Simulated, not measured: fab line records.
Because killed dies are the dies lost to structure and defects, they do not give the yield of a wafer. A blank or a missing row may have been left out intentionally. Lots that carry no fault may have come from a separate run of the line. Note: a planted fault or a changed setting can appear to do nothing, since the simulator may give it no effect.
Chamber matching    flow nandHarc    NHARC_A_WL_FILL_ETCHBACK_26 on rieSi-04 has 3 sister chambers
The step etches the open film in HBr, target depth 52 nm, time 13.3 s. 3 wafers are shown with their chamber, then 5 later ones without.

WAFERS WITH THEIR CHAMBER
wafer   chamber  throttleValvePct (%)
L087.2  1        23.269
L090.1  2        23.266
L090.2  3        23.234

WAFERS WHOSE CHAMBER IS MISSING
wafer   throttleValvePct (%)
L092.4  23.263
L092.5  23.261
L092.6  23.263
L096.5  23.257
L096.6  23.276

WHICH CHAMBER EACH ONE RAN IN
wafer   from the rows above      in truth
L092.4  can't be placed: 2 or 1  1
L092.5  can't be placed: 2 or 1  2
L092.6  can't be placed: 2 or 1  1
L096.5  can't be placed: 2 or 1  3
L096.6  can't be placed: 1 or 2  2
Correct placement for 0 of the 5. Unplaceable from these rows: 5, with the true chamber sitting among the candidates in 4. Number placed wrongly: 0.
How it was worked out, from the rows above alone: a wafer's distance from a chamber is the root of the sum, over the readings, of the square of ((its reading less the chamber's mean) divided by the reading's scatter). If the next closest chamber is less than 2 further off than the closest, the wafer can't be placed; otherwise it belongs to the closest. A chamber's mean is the mean of its shown wafers. The scatter (one wafer shown for each chamber): square how far every hidden wafer sits from the nearest shown wafer, average those squares and take the square root.
